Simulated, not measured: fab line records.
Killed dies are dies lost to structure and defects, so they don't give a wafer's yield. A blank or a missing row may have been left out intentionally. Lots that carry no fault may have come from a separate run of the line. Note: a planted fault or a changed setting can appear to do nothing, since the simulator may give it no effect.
fab line records	flow nandHarc
[record] lots = 24	wafers = 72	lastDay = 24
route steps=1159 shown A_STAIRCASE@710 A_SGD_CUT@778 A_CONTACT@861
lots with no fault: from the same line, run without faults
startH: hours from the record's opening day to when the first of the lot's shown wafers began	waitH: time in hours since the lot's previous step	" repeats the value in the row above	L1.1+2: a single row standing in for several wafers	- no value present, or no start provided	* or withheld: withheld	< > ~ a bound
route shown NAME@n: a module of which the file shows steps, and the number in the route of the first	usual: mean/standard deviation of fault-free wafers	same: alike in all rows	chamber/n: place in a boat	sites: per-site readings	_std_site: standard deviation of those values	_edge_site: mean of outer sites minus mean of inner sites	radiusMm: how far each site lies from the wafer's centre	mask NAME#n: copy n	behind: the last tool/chamber to shape the wafer	hold: why the lot went on hold/how many hours it stayed there/how the hold came to an end	device: whichever transistor did not switch (one of n, p or np)	end of line: at the end of the route, the tests of the same wafers	for a step that has no rows: nothing shown but its recipe	killed: the dies lost at the first sort to structure and to defects; this is not the yield of the wafer	map: per-die view of a wafer (x killed, . not killed, _ where there is no die)
set.NAME: the setting that was run; set.NAME@STEP: the one run at that earlier step	model.NAME: the simulator's own value behind a step, which no gauge read
a sample of lots followed through the steps of the route, with each step as a table and each wafer as a row
services: from which hour (startH, from the record's first day; less than 0 if before it) a tool's chamber was out of use, for how many hours, and why
[[steps]]
[step NHARC_A_STAIRCASE_DEP_322]
[recipe] targetThkA = 38000	tempC = 400	targetThkNm = 3800	teosFlowSccm = 200	rfW = 500	material = SiO2
[usual] heaterPowerW = 598/76
lot.wafer	tool	chamber	startH	waitH	heaterPowerW
L074.1	pecvd-03	2	284.02	0.2	571
L074.4	"	2	"	"	563
L074.5	"	0	"	"	515
L075.2	pecvd-01	2	305.10	0.1	580
L075.4	"	2	"	"	486
L075.6	"	0	"	"	589
L078.2	pecvd-04	1	305.11	0.1	702
L078.1	"	2	"	"	734
L078.6	"	1	"	"	581
L076.3	pecvd-04	1	305.77	0.7	723
L076.5	"	0	"	"	520
L076.4	"	1	"	"	587
L077.4	pecvd-01	1	309.73	0.4	658
L077.5	"	2	"	"	496
L077.6	"	0	"	"	565
L081.2	pecvd-04	0	316.58	0.1	585
L081.3	"	1	"	"	571
L081.5	"	0	"	"	503
L080.1	pecvd-01	2	321.22	0.1	525
L080.2	"	1	"	"	723
L080.6	"	0	"	"	579
L082.1	pecvd-01	2	330.09	0.1	511
L082.3	"	1	"	"	792
L082.6	"	2	"	"	493
L079.2	pecvd-04	1	330.09	0.1	600
L079.4	"	2	"	"	585
L079.6	"	0	"	"	514
L083.1	pecvd-04	1	342.67	0.1	623
L083.3	"	2	"	"	640
L083.5	"	1	"	"	555
L084.2	pecvd-03	0	353.09	0.1	605
L084.1	"	1	"	"	637
L084.4	"	1	"	"	537
L086.2	pecvd-04	0	353.11	0.1	575
L086.5	"	0	"	"	508
L086.4	"	1	"	"	575
L087.5	pecvd-03	1	360.46	0.3	537
L087.4	"	2	"	"	569
L087.6	"	0	"	"	498
L085.3	pecvd-04	1	366.53	0.2	659
L085.1	"	2	"	"	685
L085.5	"	1	"	"	561
L089.1	pecvd-04	0	373.21	0.1	567
L089.5	"	0	"	"	507
L089.6	"	2	"	"	600
L091.3	pecvd-01	1	379.93	0.1	808
L091.5	"	1	"	"	663
L091.6	"	2	"	"	486
L088.3	pecvd-03	0	380.07	0.2	500
L088.4	"	0	"	"	500
L088.6	"	2	"	"	574
L090.1	pecvd-03	2	385.81	0.1	653
L090.3	"	0	"	"	596
L090.2	"	1	"	"	613
L093.2	pecvd-01	0	385.99	0.3	723
L093.4	"	1	"	"	652
L093.6	"	2	"	"	498
L092.3	pecvd-01	1	386.36	0.6	805
L092.1	"	2	"	"	597
L092.4	"	1	"	"	647
L094.2	pecvd-03	1	395.41	0.1	630
L094.1	"	0	"	"	555
L094.5	"	0	"	"	504
L096.3	pecvd-03	0	405.74	0.2	600
L096.1	"	1	"	"	658
L096.5	"	1	"	"	544
L095.2	pecvd-01	0	405.81	0.3	671
L095.6	"	1	"	"	659
L095.4	"	2	"	"	469
L097.1	pecvd-03	0	427.06	0.2	602
L097.2	"	1	"	"	659
L097.3	"	2	"	"	702
[step NHARC_A_SGD_CUT_INSPECT_25]
[usual] rawDefectCount = 305/78
lot.wafer	tool	chamber	startH	waitH	rawDefectCount
L074.1	defectInspect-01	-	314.74	-	260
L074.4	"	-	"	"	157
L074.5	"	-	"	"	243
L075.2	defectInspect-01	-	340.26	-	303
L075.4	"	-	"	"	284
L075.6	"	-	"	"	233
L076.3	defectInspect-02	-	340.40	-	425
L076.4	"	-	"	"	349
L076.5	"	-	"	"	297
L078.1	defectInspect-02	-	340.42	-	196
L078.2	"	-	"	"	207
L078.6	"	-	"	"	196
L077.4	defectInspect-01	-	340.43	-	291
L077.5	"	-	"	"	227
L077.6	"	-	"	"	398
L081.2	defectInspect-02	-	346.29	-	266
L081.3	"	-	"	"	260
L081.5	"	-	"	"	219
L080.1	defectInspect-02	-	356.08	-	277
L080.2	"	-	"	"	378
L080.6	"	-	"	"	353
L082.1	defectInspect-01	-	360.06	-	254
L082.3	"	-	"	"	263
L082.6	"	-	"	"	269
L079.2	defectInspect-01	-	360.12	-	403
L079.4	"	-	"	"	406
L079.6	"	-	"	"	298
L083.1	defectInspect-02	-	369.92	-	246
L083.3	"	-	"	"	307
L083.5	"	-	"	"	269
L084.1	defectInspect-02	-	383.08	-	279
L084.2	"	-	"	"	250
L084.4	"	-	"	"	240
L086.2	defectInspect-01	-	383.14	-	406
L086.4	"	-	"	"	398
L086.5	"	-	"	"	343
L087.4	defectInspect-02	-	392.05	-	249
L087.5	"	-	"	"	402
L087.6	"	-	"	"	426
L085.1	defectInspect-01	-	398.03	-	382
L085.3	"	-	"	"	247
L085.5	"	-	"	"	262
L089.1	defectInspect-01	-	404.24	-	224
L089.5	"	-	"	"	196
L089.6	"	-	"	"	183
L088.3	defectInspect-01	-	414.52	-	306
L088.4	"	-	"	"	251
L088.6	"	-	"	"	249
L091.3	defectInspect-02	-	414.52	-	296
L091.5	"	-	"	"	392
L091.6	"	-	"	"	278
L090.1	defectInspect-01	-	414.62	-	346
L090.2	"	-	"	"	343
L090.3	"	-	"	"	357
L093.2	defectInspect-02	-	414.68	-	233
L093.4	"	-	"	"	289
L093.6	"	-	"	"	195
L092.1	defectInspect-01	-	414.68	-	587
L092.3	"	-	"	"	437
L092.4	"	-	"	"	374
L094.1	defectInspect-01	-	423.24	-	345
L094.2	"	-	"	"	427
L094.5	"	-	"	"	336
L095.2	defectInspect-01	-	436.13	-	257
L095.4	"	-	"	"	268
L095.6	"	-	"	"	348
L096.1	defectInspect-02	-	436.13	-	309
L096.3	"	-	"	"	521
L096.5	"	-	"	"	269
L097.1	defectInspect-02	-	461.56	-	313
L097.2	"	-	"	"	229
L097.3	"	-	"	"	429
[step NHARC_A_CONTACT_ETCH_51]
[recipe] targetDepthA = 36000	overEtchFrac = 0.3	timeS = 936	ionEnergyEv = 150	o2FlowSccm = 400	cosFlowSccm = 20	arFlowSccm = 0	rfW = 500	biasW = 300	chemistry = O2/COS
[usual] drypumpMotorCurrentA = 5.8/0.48	o2FlowSccm = 400.0/1.3	oesProductAu = 1.000/0.0086	rfVppV = 315.2/1.8	showerheadPlenumPTorr = 3.19/0.11	throttleValvePct = 28.330/0.009
lot.wafer	tool	chamber	startH	waitH	drypumpMotorCurrentA	o2FlowSccm	oesProductAu	rfHoursCounterH	rfVppV	showerheadPlenumPTorr	throttleValvePct
L074.4	rieDiel-12	3	-	-	5.2	399.0	0.992	32	317.1	3.26	28.331
L074.1	"	0	"	"	5.4	398.3	1.001	32	315.2	3.09	28.335
L074.5	"	3	"	"	5.2	401.9	1.006	-	314.5	3.26	28.332
L076.3	rieDiel-09	2	-	-	5.4	397.7	1.008	54	314.5	3.21	28.341
L076.4	"	0	"	"	5.8	398.4	0.986	50	311.6	2.91	28.328
L076.5	"	3	"	"	5.3	397.2	1.008	-	314.3	3.18	28.331
L078.2	rieDiel-12	2	-	-	6.3	400.1	1.012	1	316.1	3.32	28.316
L078.1	"	3	"	"	5.3	399.3	1.006	1	316.1	3.26	28.340
L078.6	"	2	"	"	6.3	398.8	1.006	-	317.2	3.32	28.307
L075.2	rieDiel-12	2	-	-	6.4	401.6	1.011	1	316.7	3.32	28.335
L075.4	"	1	"	"	6.2	400.6	0.997	2	316.3	3.22	28.343
L075.6	"	3	"	"	5.2	402.4	0.994	-	318.3	3.26	28.324
L077.4	rieDiel-09	0	-	-	5.8	402.2	0.987	56	311.1	2.91	28.320
L077.6	"	3	"	"	5.3	398.9	1.001	-	316.1	3.18	28.341
L077.5	"	0	"	"	5.8	399.4	0.982	-	311.2	2.91	28.341
L081.2	rieDiel-12	3	-	-	5.2	400.6	0.998	2	315.4	3.26	28.328
L081.3	"	0	"	"	5.4	398.9	1.003	2	313.1	3.08	28.335
L081.5	"	2	"	"	6.3	400.0	1.021	-	316.5	3.32	28.329
L080.1	rieDiel-09	1	-	-	6.8	397.5	0.990	59	314.3	3.08	28.328
L080.2	"	2	"	"	5.3	401.2	1.009	64	315.0	3.21	28.306
L080.6	"	1	"	"	6.8	399.3	1.000	-	313.4	3.08	28.345
L082.1	rieDiel-13	1	-	-	5.7	400.9	1.000	50	317.7	3.32	28.344
L082.3	"	3	"	"	5.4	399.5	1.006	47	314.2	3.08	28.321
L082.6	"	1	"	"	5.7	401.5	1.008	-	316.4	3.32	28.333
L079.2	rieDiel-12	0	-	-	5.4	399.6	0.995	5	314.5	3.08	28.331
L079.4	"	2	"	"	6.3	400.6	1.005	5	317.2	3.31	28.334
L079.6	"	0	"	"	5.4	400.3	1.002	-	314.9	3.08	28.326
L084.2	rieDiel-12	2	-	-	6.3	399.6	1.005	7	318.7	3.31	28.328
L084.1	"	3	"	"	5.2	398.3	0.994	7	316.2	3.26	28.334
L084.4	"	0	"	"	5.4	400.3	1.011	7	314.8	3.08	28.319
L083.3	rieDiel-12	3	-	-	5.2	401.1	0.992	8	316.9	3.26	28.316
L083.1	"	1	"	"	6.2	400.0	0.994	8	317.5	3.22	28.330
L083.5	"	3	"	"	5.2	400.3	0.996	-	316.4	3.26	28.335
L086.4	rieDiel-13	1	-	-	5.7	399.7	1.005	57	316.9	3.31	28.330
L086.2	"	2	"	"	6.3	400.3	1.008	54	313.1	2.96	28.326
L086.5	"	0	"	"	5.9	398.2	1.014	-	314.7	3.16	28.326
L085.1	rieDiel-09	2	-	-	5.4	401.5	0.997	1	316.7	3.21	28.325
L085.3	"	3	"	"	5.3	399.3	1.008	1	314.8	3.17	28.321
L085.5	"	0	"	"	5.8	399.4	0.992	-	317.4	3.37	28.338
L087.4	rieDiel-13	1	-	-	5.7	399.6	0.995	59	316.4	3.31	28.336
L087.6	"	0	"	"	5.9	402.8	1.001	-	313.6	3.16	28.310
L087.5	"	1	"	"	5.7	400.4	1.005	-	318.3	3.31	28.312
L089.1	rieDiel-12	0	-	-	5.4	400.7	0.997	12	312.0	3.08	28.326
L089.6	"	2	"	"	6.3	400.4	1.006	-	317.0	3.31	28.331
L089.5	"	3	"	"	5.3	400.0	0.990	-	316.2	3.25	28.332
L091.3	rieDiel-13	3	470.78	0.5	5.4	399.8	0.993	-	314.0	3.07	28.327
L091.5	"	0	"	"	5.9	399.0	0.987	-	313.7	3.16	28.329
L091.6	"	3	"	"	5.4	399.4	1.004	-	313.2	3.07	28.319
L093.2	rieDiel-13	0	472.74	0.2	5.9	399.8	0.989	4	314.9	3.16	28.318
L093.4	"	0	"	"	5.9	400.6	0.998	-	317.0	3.16	28.325
L093.6	"	0	"	"	5.9	399.5	0.994	-	315.0	3.16	28.333
L088.4	rieDiel-12	2	-	-	6.3	401.6	1.008	16	316.4	3.31	28.329
L088.3	"	0	"	"	5.4	399.9	1.008	15	314.8	3.08	28.349
L088.6	"	2	"	"	6.3	401.5	1.005	-	316.3	3.31	28.330
L090.1	rieDiel-09	0	-	-	5.8	401.1	1.004	14	316.8	3.37	28.327
L090.2	"	1	"	"	6.8	399.5	1.002	17	313.0	3.07	28.329
L090.3	"	2	"	"	5.3	401.6	1.011	16	313.8	3.20	28.322
L092.4	rieDiel-12	2	-	-	6.3	399.4	0.996	17	315.1	3.31	28.337
L092.3	"	0	"	"	5.4	400.7	1.004	15	314.1	3.08	28.323
L092.1	"	1	"	"	6.2	400.2	1.009	15	315.7	3.22	28.325
L096.1	rieDiel-12	2	-	-	6.2	399.9	1.001	19	315.7	3.31	28.316
L096.3	"	1	"	"	6.2	399.9	0.996	18	315.9	3.22	28.345
L096.5	"	3	"	"	5.2	399.2	1.002	-	317.0	3.25	28.337
L094.1	rieDiel-13	0	-	-	5.9	400.8	0.995	10	313.8	3.16	28.325
L094.2	"	2	"	"	6.4	401.4	0.986	5	311.7	2.96	28.319
L094.5	"	0	"	"	5.9	399.8	0.999	-	315.4	3.16	28.335
L095.2	rieDiel-12	2	-	-	6.3	400.2	1.011	21	317.7	3.31	28.309
L095.4	"	1	"	"	6.2	400.9	1.007	19	314.7	3.21	28.319
L095.6	"	3	"	"	5.2	402.5	0.997	-	314.8	3.25	28.333
L097.3	rieDiel-12	2	-	-	6.3	399.6	0.991	24	317.3	3.30	28.341
L097.1	"	3	"	"	5.2	400.0	0.992	25	315.1	3.25	28.326
L097.2	"	1	"	"	6.2	400.1	0.997	22	314.1	3.21	28.348
[step NHARC_A_CONTACT_ETCH_102]
[recipe] targetDepthA = 700	overetchA = 70	timeS = 38.5	ionEnergyEv = 100	cf4FlowSccm = 80	o2FlowSccm = 20	arFlowSccm = 0	rfW = 300	biasW = 100	chemistry = CF4/O2
[usual] drypumpMotorCurrentA = 5.8/0.46	o2FlowSccm = 20.00/0.062	oesProductAu = 1.000/0.008	rfVppV = 198.4/1.3	showerheadPlenumPTorr = 1.36/0.049	throttleValvePct = 13.398/0.0094
lot.wafer	tool	chamber	startH	waitH	drypumpMotorCurrentA	o2FlowSccm	oesProductAu	rfHoursCounterH	rfVppV	showerheadPlenumPTorr	throttleValvePct
L074.4	rieDiel-12	3	372.53	0.1	5.3	20.09	0.995	33	200.1	1.40	13.387
L074.1	"	1	"	"	6.2	20.03	0.991	31	197.7	1.38	13.394
L074.5	"	2	"	"	6.3	19.98	0.998	-	198.3	1.42	13.401
L076.3	rieDiel-12	0	399.58	0.1	5.4	19.99	1.019	0	195.4	1.32	13.389
L076.4	"	1	"	"	6.2	19.99	1.011	0	199.9	1.38	13.397
L076.5	"	0	"	"	5.4	19.98	0.997	-	198.5	1.32	13.407
L078.1	rieDiel-12	2	404.24	0.1	6.3	19.98	1.014	2	199.2	1.42	13.401
L078.2	"	3	"	"	5.2	19.99	0.989	2	200.3	1.40	13.394
L078.6	"	1	"	"	6.2	19.97	0.993	-	197.6	1.38	13.383
L075.2	rieDiel-13	2	406.44	0.1	6.3	20.05	1.008	43	197.4	1.27	13.397
L075.4	"	3	"	"	5.4	19.99	1.007	43	196.9	1.32	13.391
L075.6	"	2	"	"	6.3	20.00	1.001	-	195.3	1.27	13.406
L077.4	rieDiel-12	0	410.68	0.1	5.3	20.10	1.000	2	196.9	1.32	13.408
L077.5	"	1	"	"	6.2	20.04	1.005	-	197.9	1.38	13.407
L077.6	"	2	"	"	6.3	20.03	1.001	-	200.2	1.42	13.402
L081.3	rieDiel-12	3	411.92	0.1	5.2	20.08	1.000	3	198.5	1.40	13.396
L081.2	"	1	"	"	6.2	20.06	0.998	3	198.7	1.38	13.397
L081.5	"	2	"	"	6.3	20.00	1.004	-	200.6	1.42	13.392
L080.1	rieDiel-12	3	417.94	0.1	5.3	19.98	0.995	4	199.2	1.40	13.390
L080.2	"	1	"	"	6.1	20.04	1.002	4	199.2	1.38	13.395
L080.6	"	3	"	"	5.3	20.04	0.994	-	200.3	1.40	13.406
L082.3	rieDiel-12	3	423.94	0.1	5.2	20.04	0.997	5	198.4	1.40	13.402
L082.1	"	0	"	"	5.4	19.97	0.999	4	198.0	1.32	13.404
L082.6	"	2	"	"	6.3	19.95	1.010	-	198.3	1.42	13.387
L079.4	rieDiel-09	3	429.51	0.1	5.3	19.99	0.996	64	197.6	1.36	13.390
L079.2	"	1	"	"	6.7	19.95	0.998	64	197.3	1.32	13.399
L079.6	"	3	"	"	5.2	20.01	0.993	-	197.9	1.36	13.396
L084.4	rieDiel-12	3	435.80	0.1	5.2	19.97	0.999	9	198.4	1.39	13.397
L084.2	"	0	"	"	5.4	19.93	1.003	8	197.4	1.32	13.404
L084.1	"	1	"	"	6.1	19.96	1.001	8	198.6	1.38	13.392
L083.1	rieDiel-12	1	438.05	0.1	6.2	19.90	1.005	8	199.6	1.38	13.400
L083.3	"	3	"	"	5.2	19.98	0.999	9	199.7	1.40	13.390
L083.5	"	2	"	"	6.3	20.10	1.007	-	199.4	1.42	13.416
L086.4	rieDiel-13	0	442.35	0.1	5.9	19.99	1.010	59	199.3	1.35	13.397
L086.2	"	3	"	"	5.4	20.05	1.000	55	199.2	1.31	13.396
L086.5	"	1	"	"	5.7	19.95	0.999	-	199.2	1.42	13.395
L085.3	rieDiel-13	1	446.83	0.1	5.7	20.03	1.002	60	201.7	1.42	13.394
L085.1	"	3	"	"	5.4	19.97	1.004	56	197.6	1.31	13.398
L085.5	"	0	"	"	5.9	20.08	1.012	-	197.9	1.35	13.378
L087.4	rieDiel-09	3	447.15	0.0	5.3	20.04	1.013	2	198.4	1.36	13.404
L087.5	"	3	"	"	5.3	20.03	1.011	-	199.2	1.36	13.409
L087.6	"	0	"	"	5.7	19.99	0.997	-	199.5	1.45	13.387
L089.1	rieDiel-12	3	459.75	0.1	5.2	20.06	0.989	15	196.8	1.39	13.396
L089.6	"	0	"	"	5.4	20.01	0.992	-	197.9	1.32	13.377
L089.5	"	1	"	"	6.2	20.06	0.985	-	198.6	1.38	13.398
L091.3	rieDiel-13	3	475.34	1.1	5.4	20.15	1.000	-	196.9	1.31	13.385
L091.5	"	0	"	"	5.9	19.99	0.988	-	198.7	1.35	13.401
L091.6	"	3	"	"	5.4	20.18	0.990	-	196.6	1.31	13.405
L093.4	rieDiel-12	0	476.12	0.1	5.3	19.87	1.010	15	196.2	1.32	13.386
L093.2	"	2	"	"	6.3	20.14	0.995	17	199.7	1.42	13.395
L093.6	"	0	"	"	5.4	19.91	1.004	-	196.2	1.32	13.411
L088.3	rieDiel-12	2	476.87	0.1	6.3	20.11	0.999	17	198.7	1.42	13.404
L088.4	"	0	"	"	5.4	19.99	1.002	15	198.2	1.32	13.405
L088.6	"	1	"	"	6.2	19.95	1.003	-	198.7	1.38	13.408
L090.3	rieDiel-12	0	480.26	0.1	5.4	19.95	1.010	16	197.9	1.32	13.400
L090.1	"	1	"	"	6.1	19.95	0.997	16	198.2	1.38	13.393
L090.2	"	2	"	"	6.3	19.88	1.006	18	200.0	1.42	13.384
L092.1	rieDiel-13	3	482.17	0.1	5.4	20.03	0.996	8	197.3	1.31	13.409
L092.3	"	2	"	"	6.3	20.06	0.994	3	197.1	1.26	13.410
L092.4	"	3	"	"	5.4	19.99	1.006	-	196.7	1.31	13.419
L096.3	rieDiel-13	3	488.26	0.1	5.4	19.99	1.003	10	198.0	1.31	13.401
L096.1	"	0	"	"	5.9	19.99	0.994	10	199.0	1.35	13.407
L096.5	"	2	"	"	6.3	20.03	0.991	-	196.8	1.26	13.397
L094.2	rieDiel-12	3	488.66	0.1	5.2	19.95	0.996	20	198.8	1.39	13.402
L094.1	"	1	"	"	6.2	19.90	1.006	18	199.1	1.38	13.380
L094.5	"	0	"	"	5.3	19.85	1.003	-	196.3	1.32	13.402
L095.4	rieDiel-12	3	498.78	0.1	5.2	19.90	0.986	23	198.9	1.39	13.404
L095.2	"	0	"	"	5.4	20.08	1.013	21	197.6	1.31	13.421
L095.6	"	2	"	"	6.3	20.00	0.997	-	200.4	1.42	13.407
L097.1	rieDiel-09	0	517.59	0.1	5.7	19.99	0.999	27	199.8	1.44	13.401
L097.3	"	2	"	"	5.4	19.96	0.990	28	198.8	1.37	13.393
L097.2	"	3	"	"	5.2	19.94	0.991	28	198.8	1.35	13.381
[step NHARC_A_CONTACT_DEP_57]
[recipe] targetThkA = 28000	tempC = 400	material = aC
[usual] throttleValvePct = 35.001/0.0094
lot.wafer	tool	chamber	startH	waitH	throttleValvePct
L074.1	aclDep-02	0	373.19	-	35.008
L074.4	"	0	"	"	35.030
L074.5	"	0	"	"	34.998
L076.3	aclDep-01	0	400.96	-	34.998
L076.4	"	0	"	"	35.007
L076.5	"	0	"	"	35.006
L078.1	aclDep-03	0	406.08	-	34.997
L078.2	"	0	"	"	34.991
L078.6	"	0	407.53	-	35.006
L075.2	aclDep-02	0	408.34	-	35.006
L075.4	"	0	"	"	34.999
L075.6	"	0	"	"	35.002
L077.4	aclDep-01	0	414.76	-	34.997
L077.5	"	0	"	"	34.995
L077.6	"	0	"	"	35.009
L081.2	aclDep-02	0	415.52	-	35.001
L081.3	"	0	"	"	34.990
L081.5	"	0	"	"	34.999
L080.1	aclDep-02	0	425.57	-	35.024
L080.2	"	0	"	"	35.007
L080.6	"	0	427.00	-	35.011
L082.1	aclDep-02	0	427.29	-	35.002
L082.3	"	0	"	"	35.003
L082.6	"	0	"	"	34.989
L079.2	aclDep-02	0	431.50	-	35.000
L079.4	"	0	"	"	34.992
L079.6	"	0	"	"	34.993
L084.1	aclDep-02	0	436.47	-	34.996
L084.2	"	0	"	"	34.993
L084.4	"	0	"	"	34.993
L083.1	aclDep-03	0	438.71	-	34.999
L083.3	"	0	"	"	35.003
L083.5	"	0	"	"	35.006
L086.2	aclDep-01	0	443.29	-	34.988
L086.4	"	0	"	"	35.003
L086.5	"	0	"	"	34.987
L085.1	aclDep-02	0	447.47	-	34.999
L085.3	"	0	"	"	34.995
L085.5	"	0	"	"	34.995
L087.4	aclDep-03	0	448.92	-	35.007
L087.5	"	0	"	"	35.001
L087.6	"	0	"	"	34.989
L089.1	aclDep-01	0	460.39	-	34.986
L089.5	"	0	461.55	-	35.007
L089.6	"	0	"	"	34.991
L091.3	aclDep-02	0	476.74	-	34.993
L091.5	"	0	"	"	34.983
L091.6	"	0	"	"	35.004
L093.2	aclDep-03	0	478.43	-	35.000
L093.4	"	0	"	"	35.004
L093.6	"	0	"	"	34.996
L088.3	aclDep-02	0	480.28	-	34.994
L088.4	"	0	"	"	35.005
L088.6	"	0	"	"	35.015
L090.1	aclDep-02	0	483.66	-	34.975
L090.2	"	0	"	"	35.004
L090.3	"	0	"	"	34.993
L092.1	aclDep-02	0	485.37	-	35.002
L092.3	"	0	"	"	35.006
L092.4	"	0	"	"	34.997
L096.1	aclDep-02	0	493.88	-	35.019
L096.3	"	0	"	"	34.995
L096.5	"	0	"	"	35.003
L094.1	aclDep-03	0	493.97	-	35.010
L094.2	"	0	"	"	34.993
L094.5	"	0	"	"	34.998
L095.2	aclDep-01	0	499.70	-	35.000
L095.4	"	0	"	"	34.997
L095.6	"	0	"	"	34.999
L097.1	aclDep-02	0	518.24	-	34.992
L097.2	"	0	"	"	35.014
L097.3	"	0	"	"	34.979
[step NHARC_A_CONTACT_DEP_58]
[recipe] targetThkA = 600	targetThkNm = 60	tempC = 400	pressureTorr = 3.5	flowSccm = 200	rfW = 350	material = SiON
[usual] heaterPowerW = 729/94
lot.wafer	tool	chamber	startH	waitH	heaterPowerW
L074.1	pecvd-02	2	374.93	1.5	872
L074.5	"	2	"	"	901
L074.4	"	0	"	"	799
L076.3	pecvd-02	0	402.13	0.9	770
L076.5	"	0	"	"	777
L076.4	"	1	"	"	700
L078.2	pecvd-01	0	407.86	1.2	669
L078.1	"	2	"	"	576
L078.6	"	1	"	"	847
L075.2	pecvd-02	1	409.87	1.2	678
L075.4	"	2	"	"	860
L075.6	"	0	"	"	777
L077.4	pecvd-02	0	415.91	0.9	755
L077.6	"	1	"	"	752
L077.5	"	2	"	"	828
L081.3	pecvd-03	0	417.02	0.9	602
L081.2	"	1	"	"	641
L081.5	"	1	"	"	637
L080.2	pecvd-02	0	427.48	1.3	824
L080.1	"	1	"	"	692
L080.6	"	2	"	"	884
L082.1	pecvd-03	1	429.13	1.6	660
L082.3	"	0	"	"	652
L082.6	"	2	"	"	631
L079.2	pecvd-01	2	432.99	1.2	575
L079.4	"	1	"	"	871
L079.6	"	2	"	"	561
L084.2	pecvd-02	1	438.22	1.2	754
L084.1	"	2	"	"	854
L084.4	"	2	"	"	862
L083.3	pecvd-01	2	440.52	0.9	596
L083.1	"	0	"	"	699
L083.5	"	1	"	"	766
L086.2	pecvd-02	0	444.82	1.2	741
L086.5	"	1	"	"	770
L086.4	"	0	"	"	727
L085.3	pecvd-02	2	449.23	0.9	883
L085.1	"	1	"	"	648
L085.5	"	1	"	"	657
L087.6	pecvd-03	2	449.88	0.1	686
L087.4	"	0	"	"	580
L087.5	"	1	"	"	680
L089.1	pecvd-02	1	462.21	1.5	679
L089.5	"	0	"	"	703
L089.6	"	1	"	"	663
L091.3	pecvd-02	2	477.97	0.9	783
L091.6	"	0	"	"	735
L091.5	"	2	"	"	780
L093.2	pecvd-01	0	480.08	1.4	745
L093.6	"	0	"	"	771
L093.4	"	1	"	"	834
L088.3	pecvd-02	1	481.52	0.9	669
L088.6	"	0	"	"	682
L088.4	"	1	"	"	681
L090.1	pecvd-02	2	485.39	1.4	928
L090.2	"	0	"	"	762
L090.3	"	1	"	"	701
L092.1	pecvd-01	1	487.28	1.6	896
L092.3	"	2	"	"	625
L092.4	"	1	"	"	903
L096.1	pecvd-03	0	495.60	1.4	578
L096.3	"	2	"	"	595
L096.5	"	0	"	"	581
L094.1	pecvd-01	2	495.71	1.4	645
L094.2	"	1	"	"	890
L094.5	"	2	"	"	656
L095.2	pecvd-03	2	501.16	1.2	682
L095.4	"	1	"	"	633
L095.6	"	2	"	"	700
L097.1	pecvd-03	2	520.11	1.6	621
L097.3	"	0	"	"	623
L097.2	"	1	"	"	714
[[services]]
tool	chamber	startH	hours	kind
rieDiel-13	0	261.74	9.7	repair
rieDiel-13	-	276.05	9.0	pm
rieDiel-09	3	280.83	3.4	repair
pecvd-03	-	284.59	2.8	repair
pecvd-03	-	292.35	13.0	pm
aclDep-01	-	293.46	13.0	pm
rieDiel-13	-	296.68	1.2	repair
pecvd-01	-	297.15	0.7	repair
rieDiel-09	0	305.02	1.4	repair
pecvd-02	-	334.32	13.0	pm
pecvd-03	-	336.87	1.7	repair
pecvd-01	-	348.78	1.0	repair
aclDep-02	-	351.62	13.0	pm
pecvd-04	-	376.27	13.0	pm
rieDiel-12	-	388.69	0.5	repair
pecvd-04	0	394.79	4.1	repair
aclDep-03	-	407.81	13.0	pm
pecvd-01	-	418.19	13.0	pm
pecvd-04	0	424.00	3.4	repair
rieDiel-09	-	431.16	9.0	pm
rieDiel-13	-	453.36	9.0	pm
rieDiel-09	0	458.56	6.1	repair
pecvd-03	-	473.39	13.0	pm
pecvd-02	-	515.59	13.0	pm
[[key]]
fault none
